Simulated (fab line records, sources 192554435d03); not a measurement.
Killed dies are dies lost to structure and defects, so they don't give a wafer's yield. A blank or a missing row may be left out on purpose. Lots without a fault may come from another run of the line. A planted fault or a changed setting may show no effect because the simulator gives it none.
One fault seen from 2 desks | flow n5_finfet | each desk has only its own numbers; what lay behind them comes last

THE TOOL OWNER'S DESK: pvd_sputter-01
The tool's own readings at N5_BEOL_M12_SPUTTER_43 (material TaN, target thk 15 nm, time 24.19 s): means of the sampled wafers that have a number, for each lot that ran on this tool. A lot is out of limits, marked OUT, if its mean lies more than 4 standard deviations from the usual mean; the brackets give that distance.
Columns: A = throttle_valve_pct at N5_BEOL_M12_SPUTTER_43, usual 29.9 %
lot  | first seen here | A
L971 | day 11 20:47    | 30.3
L978 | day 13 01:26    | 30.3
L981 | day 14 17:02    | 30.3
This desk's finding: nothing out of limits on any of the 3 lots.

THE METROLOGY DESK
What the gauges read, lot by lot, whatever tool the lot ran on: means of the sampled wafers that have a number. A lot is out of limits, marked OUT, if its mean lies more than 4 standard deviations from the usual mean; the brackets give that distance.
Columns: A = trench_depth_nm at N5_BEOL_M12_OCD_MEAS_35, usual 319 nm; B = M12_THK at N5_BEOL_M12_THK_MEAS_50, usual 314 nm
lot  | first seen here | A   | B
L968 | day 11 05:50    | 324 | 317
L971 | day 11 20:20    | 319 | 316
L978 | day 12 23:13    | 312 | 310
L981 | day 14 14:28    | 314 | 308
L988 | day 16 01:53    | 312 | 301
L990 | day 16 15:56    | 321 | 315
This desk's finding: nothing out of limits on any of the 6 lots.

PUT TOGETHER
The tool owner's desk saw nothing out of limits.
The metrology desk saw nothing out of limits.

WHAT THE SIMULATOR HAD PUT IN
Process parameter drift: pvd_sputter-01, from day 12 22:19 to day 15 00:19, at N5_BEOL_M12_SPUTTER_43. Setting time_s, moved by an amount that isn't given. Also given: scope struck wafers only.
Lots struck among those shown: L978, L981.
